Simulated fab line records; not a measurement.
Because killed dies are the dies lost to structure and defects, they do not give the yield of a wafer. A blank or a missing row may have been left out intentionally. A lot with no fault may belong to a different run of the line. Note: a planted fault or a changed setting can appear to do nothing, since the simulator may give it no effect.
fab line records | flow n5_finfet
record: lots: 7 | wafers: 21
route steps=1938 shown BEOL_M4@1031 BEOL_M5@1116 BEOL_M6@1201
start_h: start of the lot's first displayed wafer, in hours after the record's first day | wait_h: hours since the lot's step before | " unchanged from the row above | L1.1+2: a row that stands for several wafers | - either no value or no given start | * or withheld: withheld | < > ~ a bound
route shown NAME@n: a module of which the file shows steps, and the number in the route of the first | usual: the fault-free wafers' mean and standard deviation | same: alike in all rows | chamber/n: place in a boat | sites: readings site by site | _std_site: the values' standard deviation | _edge_site: outer sites' mean less inner sites' | radius_mm: how far each site lies from the wafer's centre | mask NAME#n: copy n | behind: the tool/chamber that last shaped the wafer | hold: why the lot was held/for how many hours/how that ended | device: whichever transistor did not switch (one of n, p or np) | end of line: the same wafers' tests at the end of the route | where a step has no rows: the recipe by itself | killed: dies lost to structure and defects at the first sort, not the wafer's yield | map: the dies of a wafer, with x for killed, . for not killed, _ for no die there
set.NAME: setting as actually run; set.NAME@STEP: the setting as run at that earlier step | model.NAME: the simulator's own value behind a step, which no gauge read
one table per step and one row per wafer, for lots whose settings were changed on purpose
== steps ==
step: N5_BEOL_M4_EXPOSE_08
recipe: mask_id: M4 | na: 0.33 | source_shape: dipole | sigma_inner: 0.369 | sigma_outer: 0.767 | polarization: unpolarized | dose_mj: 41.25
lot.wafer  | tool           | chamber | start_h | wait_h | mask | set.dose_mj
L075.1     | euv_scanner-01 | 0       | 175.99  | -      | M4#0 | 44.24
L075.3+4   | "              | 0       | "       | "      | M4#0 | 41.25
L083.1     | euv_scanner-02 | 0       | 215.19  | -      | M4#0 | 41.25
L083.3+4   | "              | 0       | "       | "      | M4#0 | 42.16
L085.1+3   | euv_scanner-01 | 0       | 216.17  | -      | M4#0 | 41.25
L085.4     | "              | 0       | "       | "      | M4#0 | 43.94
L088.1+3+6 | euv_scanner-02 | 0       | 258.99  | -      | M4#0 | 41.25
L091.1     | euv_scanner-02 | 0       | 297.82  | -      | M4#0 | 41.25
L091.4+5   | "              | 0       | "       | "      | M4#0 | 40.03
L095.3     | euv_scanner-02 | 0       | 307.41  | -      | M4#0 | 42.89
L095.4+6   | "              | 0       | "       | "      | M4#0 | 41.25
L096.1+5+6 | euv_scanner-01 | 0       | 312.52  | -      | M4#0 | 41.25
step: N5_BEOL_M4_PEB_09
recipe: peb_temp_c: 100 | peb_time_s: 60 | resist: CAR-EUV
step: N5_BEOL_M4_DEVELOP_10
recipe: develop_time_s: 30 | developer: TMAH | resist: CAR-EUV | rinse_liquid: surfactant_rinse | dry: air_spin | dev_temp_c: 23
step: N5_BEOL_M4_CD_MEAS_11
recipe: target_cd_nm: 16.79 | landing_energy_ev: 500 | detector: se_inlens | polarity: opening
usual: cd_nm: 16.74/0.23
lot.wafer | tool      | chamber | start_h | wait_h | set.dose_mj@BEOL_M4_EXPOSE_08 | cd_nm
L075.1    | cd_sem-02 | 0       | 176.12  | -      | 44.24                         | 17.55
L075.3    | "         | 0       | "       | "      | 41.25                         | 16.88
L075.4    | "         | 0       | "       | "      | 41.25                         | 16.83
L083.1    | cd_sem-01 | 0       | 215.32  | -      | 41.25                         | 16.59
L083.3    | "         | 0       | "       | "      | 42.16                         | 16.92
L083.4    | "         | 0       | "       | "      | 42.16                         | 17.28
L085.1    | cd_sem-03 | 0       | 216.30  | -      | 41.25                         | 16.93
L085.3    | "         | 0       | "       | "      | 41.25                         | 16.91
L085.4    | "         | 0       | "       | "      | 43.94                         | 18.08
L088.1    | cd_sem-01 | 0       | 259.13  | -      | 41.25                         | 16.64
L088.3    | "         | 0       | "       | "      | 41.25                         | 16.45
L088.6    | "         | 0       | "       | "      | 41.25                         | 16.66
L091.1    | cd_sem-03 | 0       | 297.96  | -      | 41.25                         | 16.96
L091.4    | "         | 0       | "       | "      | 40.03                         | 16.02
L091.5    | "         | 0       | "       | "      | 40.03                         | 16.42
L095.3    | cd_sem-01 | 0       | 307.53  | -      | 42.89                         | 17.12
L095.4    | "         | 0       | "       | "      | 41.25                         | 16.87
L095.6    | "         | 0       | "       | "      | 41.25                         | 16.56
L096.1    | cd_sem-03 | 0       | 312.66  | -      | 41.25                         | 16.44
L096.5    | "         | 0       | "       | "      | 41.25                         | 16.66
L096.6    | "         | 0       | "       | "      | 41.25                         | 16.90
step: N5_BEOL_M4_DESCUM_16
recipe: chemistry: O2 | time_s: 7 | source_power_w: 50 | bias_power_w: 20 | pressure_mtorr: 20 | rf_frequency_hz: 2.712e+07 | temp_c: 40 | resist: CAR-EUV | o2_flow_sccm: 225
step: N5_BEOL_M4_ETCH_74
recipe: chemistry: N2/H2 | target: underlayer | target_depth_a: 65 | mask_material: CAR-EUV | time_s: 5.2 | ion_energy_ev: 200 | pressure_mtorr: 30 | source_w: 840 | bias_w: 150 | n2_flow_sccm: 200 | h2_flow_sccm: 200 | ends: cleared
lot.wafer | tool        | chamber | start_h | wait_h | set.dose_mj@BEOL_M4_EXPOSE_08 | model.BEOL_M4.cd_offset_nm
L075.1    | rie_diel-04 | 2       | 176.28  | 0.0    | 44.24                         | 1.4
L075.3    | "           | 0       | "       | "      | 41.25                         | 0.2
L075.4    | "           | 3       | "       | "      | 41.25                         | 0
L083.1    | rie_diel-06 | 3       | 215.53  | 0.0    | 41.25                         | -0.2
L083.3    | "           | 0       | "       | "      | 42.16                         | 0.2
L083.4    | "           | 1       | "       | "      | 42.16                         | 0.6
L085.1    | rie_diel-05 | 3       | 216.79  | 0.0    | 41.25                         | 0.2
L085.3    | "           | 2       | "       | "      | 41.25                         | -0.2
L085.4    | "           | 0       | "       | "      | 43.94                         | 1.4
L088.1+6  | rie_diel-04 | 1       | 259.28  | 0.0    | 41.25                         | 0
L088.3    | "           | 0       | "       | "      | 41.25                         | -0.2
L091.1    | rie_diel-04 | 3       | 298.15  | 0.0    | 41.25                         | -0.2
L091.4    | "           | 0       | "       | "      | 40.03                         | -0.4
L091.5    | "           | 2       | "       | "      | 40.03                         | -0.2
L095.3    | rie_diel-04 | 0       | 307.68  | 0.0    | 42.89                         | 1
L095.4    | "           | 3       | "       | "      | 41.25                         | -0.2
L095.6    | "           | 1       | "       | "      | 41.25                         | 0
L096.1    | rie_diel-05 | 0       | 312.81  | 0.0    | 41.25                         | 0
L096.5+6  | "           | 1,2     | "       | "      | 41.25                         | -0.2
step: N5_BEOL_M4_ETCH_63
recipe: chemistry: CF4 | target: SiARC | target_depth_a: 156 | mask_material: CAR-EUV | time_s: 26 | ion_energy_ev: 80 | pressure_mtorr: 40 | source_w: 545 | bias_w: 36 | Ar_flow_sccm: 100 | cf4_flow_sccm: 100 | ends: cleared
step: N5_BEOL_M4_ETCH_64
recipe: chemistry: N2/H2 | target: SOC | target_depth_a: 750 | overetch_a: 225 | mask_material: SiARC | temp_c: 40 | time_s: 121.9 | ion_energy_ev: 200 | pressure_mtorr: 30 | source_w: 840 | bias_w: 150 | n2_flow_sccm: 200 | h2_flow_sccm: 200
lot.wafer | tool        | chamber | start_h | wait_h | set.dose_mj@BEOL_M4_EXPOSE_08 | model.BEOL_M4.cd_offset_nm
L075.1    | rie_diel-04 | 2       | 176.33  | 0.0    | 44.24                         | 1.6
L075.3+4  | "           | 0,3     | "       | "      | 41.25                         | 0.2
L083.1    | rie_diel-06 | 3       | 215.57  | 0.0    | 41.25                         | 0
L083.3    | "           | 0       | "       | "      | 42.16                         | 0.2
L083.4    | "           | 1       | "       | "      | 42.16                         | 0.6
L085.1+3  | rie_diel-05 | 3,2     | 216.83  | 0.0    | 41.25                         | 0
L085.4    | "           | 0       | "       | "      | 43.94                         | 1.8
L088.1    | rie_diel-04 | 1       | 259.33  | 0.0    | 41.25                         | -0.2
L088.3+6  | "           | 0,1     | "       | "      | 41.25                         | 0
L091.1    | rie_diel-04 | 3       | 298.19  | 0.0    | 41.25                         | 0
L091.4    | "           | 0       | "       | "      | 40.03                         | -0.4
L091.5    | "           | 2       | "       | "      | 40.03                         | -0.2
L095.3    | rie_diel-04 | 0       | 307.73  | 0.0    | 42.89                         | 1
L095.4    | "           | 3       | "       | "      | 41.25                         | -0.2
L095.6    | "           | 1       | "       | "      | 41.25                         | 0
L096.1+5  | rie_diel-05 | 0,1     | 312.86  | 0.0    | 41.25                         | 0.2
L096.6    | "           | 2       | "       | "      | 41.25                         | 0
step: N5_BEOL_M4_STRIP_65
recipe: chemistry: N2/H2 | temp_c: 40 | n2_flow_sccm: 200 | h2_flow_sccm: 200 | rf_frequency_hz: 6e+07
step: N5_BEOL_M4_STRIP_75
recipe: chemistry: N2/H2 | temp_c: 40 | n2_flow_sccm: 200 | h2_flow_sccm: 200 | rf_frequency_hz: 6e+07
step: N5_BEOL_M4_STRIP_66
recipe: chemistry: CF4 | resist: SiARC | power_w: 300 | bias_power_w: 75 | pressure_mtorr: 50 | cf4_flow_sccm: 150 | rf_frequency_hz: 6e+07
step: N5_BEOL_M4_HM_OPEN_17
recipe: chemistry: Cl2/BCl3 | target_depth_a: 200 | overetch_a: 60 | target: TiN | mask_material: SOC | ion_energy_ev: 150 | pressure_mtorr: 10 | icp_w: 1000 | bias_w: 126 | Cl2_flow_sccm: 53.25 | bcl3_flow_sccm: 21.75 | Ar_flow_sccm: 25
lot.wafer | tool         | chamber | start_h | wait_h | set.dose_mj@BEOL_M4_EXPOSE_08 | model.BEOL_M4.cd_offset_nm
L075.1    | rie_metal-02 | 0       | 176.50  | 0.0    | 44.24                         | 1.6
L075.3+4  | "            | 1,0     | "       | "      | 41.25                         | 0.2
L083.1    | rie_metal-01 | 0       | 215.75  | 0.0    | 41.25                         | 0
L083.3    | "            | 1       | "       | "      | 42.16                         | 0.2
L083.4    | "            | 0       | "       | "      | 42.16                         | 0.4
L085.1+3  | rie_metal-02 | 0,1     | 217.00  | 0.0    | 41.25                         | 0
L085.4    | "            | 0       | "       | "      | 43.94                         | 1.8
L088.1    | rie_metal-02 | 0       | 259.50  | 0.0    | 41.25                         | -0.2
L088.3+6  | "            | 0       | "       | "      | 41.25                         | 0
L091.1    | rie_metal-03 | 0       | 298.40  | 0.1    | 41.25                         | -0.2
L091.4    | "            | 0       | "       | "      | 40.03                         | -0.6
L091.5    | "            | 1       | "       | "      | 40.03                         | -0.2
L095.3    | rie_metal-03 | 1       | 307.93  | 0.1    | 42.89                         | 1
L095.4    | "            | 0       | "       | "      | 41.25                         | -0.2
L095.6    | "            | 0       | "       | "      | 41.25                         | 0
L096.1+6  | rie_metal-01 | 0,1     | 313.03  | 0.0    | 41.25                         | 0
L096.5    | "            | 0       | "       | "      | 41.25                         | 0.2
step: N5_BEOL_M4_STRIP_19
recipe: chemistry: O2 | power_w: 400 | temp_c: 40 | pressure_mtorr: 30 | rf_frequency_hz: 6e+07 | bias_power_w: 0 | overash_fraction: 0.2 | o2_flow_sccm: 225
step: N5_BEOL_M4_CD_MEAS_18
recipe: pitch_nm: 36 | target_cd_nm: 18
usual: cd_nm: 18.0/0.32
lot.wafer | tool      | chamber | start_h | wait_h | set.dose_mj@BEOL_M4_EXPOSE_08 | cd_nm
L075.1    | cd_sem-03 | -       | 176.68  | 0.0    | 44.24                         | 19.3
L075.3    | "         | -       | "       | "      | 41.25                         | 18.2
L075.4    | "         | -       | "       | "      | 41.25                         | 18.3
L083.1    | cd_sem-03 | -       | 215.93  | 0.1    | 41.25                         | 17.8
L083.3    | "         | -       | "       | "      | 42.16                         | 18.4
L083.4    | "         | -       | "       | "      | 42.16                         | 18.5
L085.1    | cd_sem-01 | -       | 217.44  | 0.0    | 41.25                         | 18.0
L085.3    | "         | -       | "       | "      | 41.25                         | 17.8
L085.4    | "         | -       | "       | "      | 43.94                         | 19.8
L088.1    | cd_sem-03 | -       | 259.68  | 0.0    | 41.25                         | 17.7
L088.3    | "         | -       | "       | "      | 41.25                         | 17.9
L088.6    | "         | -       | "       | "      | 41.25                         | 18.3
L091.1    | cd_sem-02 | -       | 298.59  | 0.1    | 41.25                         | 17.9
L091.4    | "         | -       | "       | "      | 40.03                         | 17.5
L091.5    | "         | -       | "       | "      | 40.03                         | 18.0
L095.3    | cd_sem-02 | -       | 308.08  | 0.1    | 42.89                         | 19.0
L095.4    | "         | -       | "       | "      | 41.25                         | 17.9
L095.6    | "         | -       | "       | "      | 41.25                         | 18.2
L096.1    | cd_sem-02 | -       | 313.40  | 0.0    | 41.25                         | 18.1
L096.5    | "         | -       | "       | "      | 41.25                         | 18.7
L096.6    | "         | -       | "       | "      | 41.25                         | 18.3
step: N5_BEOL_M4_COAT_67
recipe: resist: SOC | temp_c: 250 | time_s: 60 | spin_rpm: 1500 | resist_thk_nm: 60
step: N5_BEOL_M4_COAT_68
recipe: resist: SiARC | temp_c: 220 | time_s: 60 | spin_rpm: 1500 | resist_thk_nm: 12
step: N5_BEOL_M4_PRECLEAN_42
recipe: chemistry: residue_remover | time_s: 60 | temp_c: 40
step: N5_BEOL_M4_SRD_43
recipe: time_s: 30 | temp_c: 23 | rinse_liquid: diw | dry: ipa_marangoni
step: N5_BEOL_M4_CD_MEAS_35
recipe: target_cd_nm: 18 | target_cd_y_nm: 22.4 | polarity: opening
usual: cd_nm: 18.0/0.32
lot.wafer | tool      | chamber | start_h | wait_h | set.dose_mj@BEOL_M4_EXPOSE_08 | cd_nm
L075.1    | cd_sem-03 | -       | 181.06  | 0.0    | 44.24                         | 19.7
L075.3    | "         | -       | "       | "      | 41.25                         | 18.0
L075.4    | "         | -       | "       | "      | 41.25                         | 18.1
L083.1    | cd_sem-03 | -       | 223.95  | 0.0    | 41.25                         | 17.8
L083.3    | "         | -       | "       | "      | 42.16                         | 18.4
L083.4    | "         | -       | "       | "      | 42.16                         | 18.3
L085.1    | cd_sem-02 | -       | 224.80  | 0.0    | 41.25                         | 18.0
L085.3    | "         | -       | "       | "      | 41.25                         | 17.8
L085.4    | "         | -       | "       | "      | 43.94                         | 19.8
L088.1    | cd_sem-01 | -       | 265.02  | 0.0    | 41.25                         | 17.6
L088.3    | "         | -       | "       | "      | 41.25                         | 17.9
L088.6    | "         | -       | "       | "      | 41.25                         | 18.1
L091.1    | cd_sem-03 | -       | 301.09  | 0.0    | 41.25                         | 18.0
L091.4    | "         | -       | "       | "      | 40.03                         | 17.3
L091.5    | "         | -       | "       | "      | 40.03                         | 17.9
L096.1    | cd_sem-02 | -       | 328.35  | 0.0    | 41.25                         | 18.2
L096.5    | "         | -       | "       | "      | 41.25                         | 18.4
L096.6    | "         | -       | "       | "      | 41.25                         | 18.0
L095.3    | cd_sem-01 | -       | 328.39  | 0.0    | 42.89                         | 19.5
L095.4    | "         | -       | "       | "      | 41.25                         | 18.0
L095.6    | "         | -       | "       | "      | 41.25                         | 18.4
step: N5_BEOL_M5_HM_DEP_02
recipe: material: TiN | target_thk_a: 200 | temp_c: 25 | chamber_pressure_pa: 0.49996
lot.wafer | tool           | chamber | start_h | wait_h | set.target_thk_a | model.TiN_of_BEOL_M5_HM_DEP_02.thk_nm
L075.1    | pvd_sputter-03 | -       | 187.24  | 0.6    | 223.4            | 22.2
L075.3    | "              | -       | "       | "      | 223.4            | 22
L075.4    | "              | -       | "       | "      | 200              | 20
L083.1    | pvd_sputter-02 | -       | 229.92  | 0.2    | 200              | 20.6
L083.3+4  | "              | -       | "       | "      | 200              | 20.2
L085.1+3  | pvd_sputter-03 | -       | 237.18  | 0.3    | 200              | 19.8
L085.4    | "              | -       | "       | "      | 200              | 20
L088.1    | pvd_sputter-02 | -       | 271.40  | 0.4    | 208.4            | 20.8
L088.3    | "              | -       | "       | "      | 208.4            | 21
L088.6    | "              | -       | "       | "      | 200              | 19.8
L091.1    | pvd_sputter-01 | -       | 307.33  | 0.5    | 200              | 20.2
L091.4    | "              | -       | "       | "      | 213.9            | 21.6
L091.5    | "              | -       | "       | "      | 213.9            | 21.4
L096.1    | pvd_sputter-02 | -       | 334.76  | 0.3    | 200              | 20.6
L096.5+6  | "              | -       | "       | "      | 200              | 20.4
L095.3+4  | pvd_sputter-03 | -       | 334.85  | 0.1    | 185.5            | 18.8
L095.6    | "              | -       | "       | "      | 200              | 19.8
step: N5_BEOL_M5_COAT_71
recipe: resist: underlayer | temp_c: 205 | time_s: 60 | spin_rpm: 1500 | resist_thk_nm: 5
lot.wafer  | tool           | chamber | start_h | wait_h | set.spin_rpm
L075.1     | litho_track-02 | 0       | -       | -      | 1500
L075.3+4   | "              | 0       | "       | "      | 1396
L083.1+3   | litho_track-02 | 0       | -       | -      | 1500
L083.4     | "              | 0       | "       | "      | 1565
L085.1+3   | litho_track-02 | 0       | -       | -      | 1500
L085.4     | "              | 0       | "       | "      | 1348
L088.1+3+6 | litho_track-01 | 0       | -       | -      | 1500
L091.1+5   | litho_track-01 | 0       | -       | -      | 1625
L091.4     | "              | 0       | "       | "      | 1500
L096.1+5+6 | litho_track-02 | 0       | -       | -      | 1500
L095.3     | litho_track-01 | 0       | -       | -      | 1500
L095.4+6   | "              | 0       | "       | "      | 1447
step: N5_BEOL_M5_COAT_05
recipe: resist: CAR-EUV | spin_rpm: 1500 | resist_thk_nm: 30
step: N5_BEOL_M5_EBR_07
recipe: solvent: PGMEA | ebr_width_mm: 1.5
step: N5_BEOL_M5_DESCUM_16
recipe: chemistry: O2 | time_s: 7 | source_power_w: 50 | bias_power_w: 20 | pressure_mtorr: 20 | rf_frequency_hz: 2.712e+07 | temp_c: 40 | resist: CAR-EUV | o2_flow_sccm: 225
step: N5_BEOL_M5_ETCH_72
recipe: chemistry: N2/H2 | target: underlayer | target_depth_a: 65 | mask_material: CAR-EUV | time_s: 5.2 | ion_energy_ev: 200 | pressure_mtorr: 30 | source_w: 840 | bias_w: 150 | n2_flow_sccm: 200 | h2_flow_sccm: 200 | ends: cleared
lot.wafer | tool        | chamber | start_h | wait_h | set.spin_rpm@BEOL_M5_COAT_71 | model.etch.depth_nm
L075.1    | rie_diel-03 | 1       | 188.15  | 0.0    | 1500                         | 5.004
L075.3    | "           | 0       | "       | "      | 1396                         | 5.208
L075.4    | "           | 3       | "       | "      | 1396                         | 5.195
L083.1    | rie_diel-01 | 3       | 230.81  | 0.0    | 1500                         | 5.003
L083.3    | "           | 0       | "       | "      | 1500                         | 4.998
L083.4    | "           | 1       | "       | "      | 1565                         | 4.913
L085.1    | rie_diel-01 | 1       | 237.92  | 0.0    | 1500                         | 5.01
L085.3    | "           | 0       | "       | "      | 1500                         | 5.016
L085.4    | "           | 3       | "       | "      | 1348                         | 5.305
L088.1    | rie_diel-03 | 3       | 272.87  | 0.0    | 1500                         | 4.968
L088.3    | "           | 2       | "       | "      | 1500                         | 4.97
L088.6    | "           | 1       | "       | "      | 1500                         | 4.98
L091.1    | rie_diel-02 | 2       | 308.14  | 0.0    | 1625                         | 4.809
L091.4    | "           | 0       | "       | "      | 1500                         | 4.986
L091.5    | "           | 2       | "       | "      | 1625                         | 4.804
L096.1    | rie_diel-02 | 2       | 335.43  | 0.0    | 1500                         | 5.007
L096.5    | "           | 0       | "       | "      | 1500                         | 5.003
L096.6    | "           | 2       | "       | "      | 1500                         | 5.018
L095.3    | rie_diel-01 | 3       | 335.59  | 0.0    | 1500                         | 4.995
L095.4    | "           | 0       | "       | "      | 1447                         | 5.09
L095.6    | "           | 1       | "       | "      | 1447                         | 5.078
step: N5_BEOL_M5_ETCH_61
recipe: chemistry: CF4 | target: SiARC | target_depth_a: 156 | mask_material: CAR-EUV | time_s: 26 | ion_energy_ev: 80 | pressure_mtorr: 40 | source_w: 545 | bias_w: 36 | Ar_flow_sccm: 100 | cf4_flow_sccm: 100 | ends: cleared
step: N5_BEOL_M5_ETCH_62
recipe: chemistry: N2/H2 | target: SOC | target_depth_a: 750 | overetch_a: 150 | mask_material: SiARC | temp_c: 40 | time_s: 112.5 | ion_energy_ev: 200 | pressure_mtorr: 30 | source_w: 840 | bias_w: 150 | n2_flow_sccm: 200 | h2_flow_sccm: 200
step: N5_BEOL_M5_STRIP_73
recipe: chemistry: N2/H2 | temp_c: 40 | n2_flow_sccm: 200 | h2_flow_sccm: 200 | rf_frequency_hz: 6e+07
step: N5_BEOL_M5_STRIP_64
recipe: chemistry: CF4 | resist: SiARC | power_w: 300 | bias_power_w: 75 | pressure_mtorr: 50 | cf4_flow_sccm: 150 | rf_frequency_hz: 6e+07
step: N5_BEOL_M5_HM_OPEN_17
recipe: chemistry: Cl2/BCl3 | target_depth_a: 200 | overetch_a: 60 | target: TiN | mask_material: SOC | ion_energy_ev: 150 | pressure_mtorr: 10 | icp_w: 1000 | bias_w: 126 | Cl2_flow_sccm: 53.25 | bcl3_flow_sccm: 21.75 | Ar_flow_sccm: 25
lot.wafer | tool         | chamber | start_h | wait_h | set.target_thk_a@BEOL_M5_HM_DEP_02 | model.etch.depth_nm
L075.1    | rie_metal-01 | 1       | 188.36  | 0.0    | 223.4                              | 22.24
L075.3    | "            | 0       | "       | "      | 223.4                              | 22.08
L075.4    | "            | 1       | "       | "      | 200                                | 19.93
L083.1    | rie_metal-01 | 0       | 231.02  | 0.0    | 200                                | 20.51
L083.3    | "            | 0       | "       | "      | 200                                | 20.22
L083.4    | "            | 1       | "       | "      | 200                                | 20.14
L085.1    | rie_metal-01 | 0       | 238.14  | 0.0    | 200                                | 19.77
L085.3    | "            | 1       | "       | "      | 200                                | 19.86
L085.4    | "            | 0       | "       | "      | 200                                | 20.04
L088.1    | rie_metal-02 | 0       | 273.08  | 0.0    | 208.4                              | 20.78
L088.3    | "            | 0       | "       | "      | 208.4                              | 21.09
L088.6    | "            | 0       | "       | "      | 200                                | 19.83
L091.1    | rie_metal-01 | 0       | 308.35  | 0.0    | 200                                | 20.14
L091.4    | "            | 1       | "       | "      | 213.9                              | 21.68
L091.5    | "            | 0       | "       | "      | 213.9                              | 21.43
L096.1    | rie_metal-03 | 1       | 335.64  | 0.0    | 200                                | 20.53
L096.5    | "            | 1       | "       | "      | 200                                | 20.34
L096.6    | "            | 0       | "       | "      | 200                                | 20.31
L095.3    | rie_metal-02 | 1       | 335.84  | 0.1    | 185.5                              | 18.76
L095.4    | "            | 0       | "       | "      | 185.5                              | 18.75
L095.6    | "            | 1       | "       | "      | 200                                | 19.83
step: N5_BEOL_M5_STRIP_19
recipe: chemistry: O2 | power_w: 400 | temp_c: 40 | pressure_mtorr: 30 | rf_frequency_hz: 6e+07 | bias_power_w: 0 | overash_fraction: 0.2 | o2_flow_sccm: 225
step: N5_BEOL_M5_STRIP_85
recipe: chemistry: C4F6/O2 | resist: SiARC | rf_frequency_hz: 6e+07
step: N5_BEOL_M5_STRIP_36
recipe: chemistry: N2/H2 | power_w: 450 | temp_c: 40 | pressure_mtorr: 20 | rf_frequency_hz: 6e+07 | overash_fraction: 0.3 | bias_power_w: 7 | h2_frac: 0.5 | n2_flow_sccm: 200 | h2_flow_sccm: 200
step: N5_BEOL_M5_TRENCH_ETCH_37
recipe: chemistry: C4F6/O2 | target_depth_a: 716.52 | target: SiCOH_lowk | time_s: 24.7 | ion_energy_ev: 250 | pressure_mtorr: 30 | source_w: 345 | bias_w: 185 | Ar_flow_sccm: 300 | C4F6_flow_sccm: 10 | O2_flow_sccm: 10
lot.wafer | tool        | chamber | start_h | wait_h | set.target_thk_a@BEOL_M5_HM_DEP_02 | model.TiN_of_BEOL_M5_HM_DEP_02.thk_nm
L075.1    | rie_diel-02 | 1       | -       | -      | 223.4                              | 20.2
L075.3    | "           | 3       | "       | "      | 223.4                              | 20
L075.4    | "           | 2       | "       | "      | 200                                | 17.8
L083.1    | rie_diel-03 | 3       | -       | -      | 200                                | 18.4
L083.3    | "           | 1       | "       | "      | 200                                | 18.2
L083.4    | "           | 2       | "       | "      | 200                                | 18
L085.1    | rie_diel-01 | 2       | -       | -      | 200                                | 17.6
L085.3+4  | "           | 0,3     | "       | "      | 200                                | 17.8
L088.1    | rie_diel-01 | 0       | -       | -      | 208.4                              | 18.6
L088.3    | "           | 1       | "       | "      | 208.4                              | 19
L088.6    | "           | 0       | "       | "      | 200                                | 17.8
L091.1    | rie_diel-01 | 3       | -       | -      | 200                                | 18
L091.4    | "           | 0       | "       | "      | 213.9                              | 19.6
L091.5    | "           | 3       | "       | "      | 213.9                              | 19.2
L096.1    | rie_diel-03 | 0       | -       | -      | 200                                | 18.4
L096.5+6  | "           | 3,0     | "       | "      | 200                                | 18.2
L095.3+4  | rie_diel-02 | 2,0     | -       | -      | 185.5                              | 16.6
L095.6    | "           | 3       | "       | "      | 200                                | 17.6
step: N5_BEOL_M6_COAT_05
recipe: resist: CAR-ArF | spin_rpm: 1500 | resist_thk_nm: 90
lot.wafer  | tool           | chamber | start_h | wait_h | set.spin_rpm | model.CAR-ArF_of_BEOL_M6_COAT_05.thk_nm
L075.1     | litho_track-05 | 0       | -       | -      | 1500         | 90.4
L075.3     | "              | 0       | "       | "      | 1500         | 90.6
L075.4     | "              | 0       | "       | "      | 1569         | 88.2
L083.1+4   | litho_track-03 | 0       | -       | -      | 1500         | 90.4
L083.3     | "              | 0       | "       | "      | 1500         | 90.6
L085.1     | litho_track-04 | 0       | -       | -      | 1500         | 90
L085.3+4   | "              | 0       | "       | "      | 1500         | 89.8
L088.1     | litho_track-03 | 0       | -       | -      | 1426         | 92.8
L088.3     | "              | 0       | "       | "      | 1500         | 90.2
L088.6     | "              | 0       | "       | "      | 1500         | 90.4
L091.1     | litho_track-03 | 0       | -       | -      | 1500         | 90
L091.4     | "              | 0       | "       | "      | 1500         | 90.2
L091.5     | "              | 0       | "       | "      | 1621         | 86.6
L096.1+5+6 | litho_track-04 | 0       | -       | -      | 1500         | 90.2
L095.3+4   | litho_track-03 | 0       | -       | -      | 1500         | 90
L095.6     | "              | 0       | "       | "      | 1661         | 85.8
step: N5_BEOL_M6_DEP_56
recipe: material: SiCN | target_thk_a: 100 | temp_c: withheld | precursor: 3MS/NH3 | pressure_torr: 3 | rf_w: 202 | time_s: 17.5
lot.wafer | tool     | chamber | start_h | wait_h | set.time_s | model.SiCN_of_BEOL_M6_DEP_56.thk_nm
L075.1    | pecvd-03 | 2       | 206.21  | 0.0    | 19.9       | 11.4
L075.3+4  | "        | 1,0     | "       | "      | 17.5       | 10
L083.1    | pecvd-04 | 0       | 253.51  | 0.0    | 17.5       | 9.8
L083.3    | "        | 2       | "       | "      | 17.5       | 9.6
L083.4    | "        | 0       | "       | "      | 17.5       | 10
L085.1    | pecvd-01 | 1       | 255.85  | 0.0    | 15.25      | 8.6
L085.3    | "        | 2       | "       | "      | 15.25      | 8.4
L085.4    | "        | 2       | "       | "      | 17.5       | 10
L088.1    | pecvd-01 | 0       | 296.08  | 0.0    | 17.5       | 9.8
L088.3    | "        | 1       | "       | "      | 17.5       | 10
L088.6    | "        | 2       | "       | "      | 18.25      | 10.4
L091.1    | pecvd-04 | 2       | 327.17  | 0.0    | 17.5       | 10
L091.4    | "        | 2       | "       | "      | 17.5       | 10.2
L091.5    | "        | 0       | "       | "      | 17.5       | 10.4
L096.1+6  | pecvd-01 | 0,1     | 354.71  | 0.0    | 17.5       | 10.2
L096.5    | "        | 2       | "       | "      | 17.5       | 10.4
L095.3    | pecvd-03 | 0       | 354.94  | 0.0    | 17.5       | 10.2
L095.4+6  | "        | 2,1     | "       | "      | 15.65      | 9.4
== key ==
split: step: N5_BEOL_M4_EXPOSE_08 | setting: dose_mj | stated: 41.25 | by: wafer
response: step: N5_BEOL_M4_CD_MEAS_11 | reading: cd_nm | change: +0.141 | per: 1% | r: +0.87
response: step: N5_BEOL_M4_ETCH_74 | reading: model.BEOL_M4.cd_offset_nm | change: +0.197 | per: 1% | r: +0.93
response: step: N5_BEOL_M4_ETCH_64 | reading: model.BEOL_M4.cd_offset_nm | change: +0.225 | per: 1% | r: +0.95
response: step: N5_BEOL_M4_HM_OPEN_17 | reading: model.BEOL_M4.cd_offset_nm | change: +0.221 | per: 1% | r: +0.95
response: step: N5_BEOL_M4_CD_MEAS_18 | reading: cd_nm | change: +0.205 | per: 1% | r: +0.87
response: step: N5_BEOL_M4_CD_MEAS_35 | reading: cd_nm | change: +0.255 | per: 1% | r: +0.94
split: step: N5_BEOL_M5_HM_DEP_02 | setting: target_thk_a | stated: 200 | by: wafer
response: step: N5_BEOL_M5_HM_DEP_02 | reading: model.TiN_of_BEOL_M5_HM_DEP_02.thk_nm | change: +0.178 | per: 1% | r: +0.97
response: step: N5_BEOL_M5_HM_OPEN_17 | reading: model.etch.depth_nm | change: +0.189 | per: 1% | r: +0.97
response: step: N5_BEOL_M5_TRENCH_ETCH_37 | reading: model.TiN_of_BEOL_M5_HM_DEP_02.thk_nm | change: +0.188 | per: 1% | r: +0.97
split: step: N5_BEOL_M5_COAT_71 | setting: spin_rpm | stated: 1500 | by: wafer
response: step: N5_BEOL_M5_ETCH_72 | reading: model.etch.depth_nm | change: -0.0259 | per: 1% | r: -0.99
split: step: N5_BEOL_M6_COAT_05 | setting: spin_rpm | stated: 1500 | by: wafer
response: step: N5_BEOL_M6_COAT_05 | reading: model.CAR-ArF_of_BEOL_M6_COAT_05.thk_nm | change: -0.426 | per: 1% | r: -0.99
split: step: N5_BEOL_M6_DEP_56 | setting: time_s | stated: 17.5 | by: wafer
response: step: N5_BEOL_M6_DEP_56 | reading: model.SiCN_of_BEOL_M6_DEP_56.thk_nm | change: +0.102 | per: 1% | r: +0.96
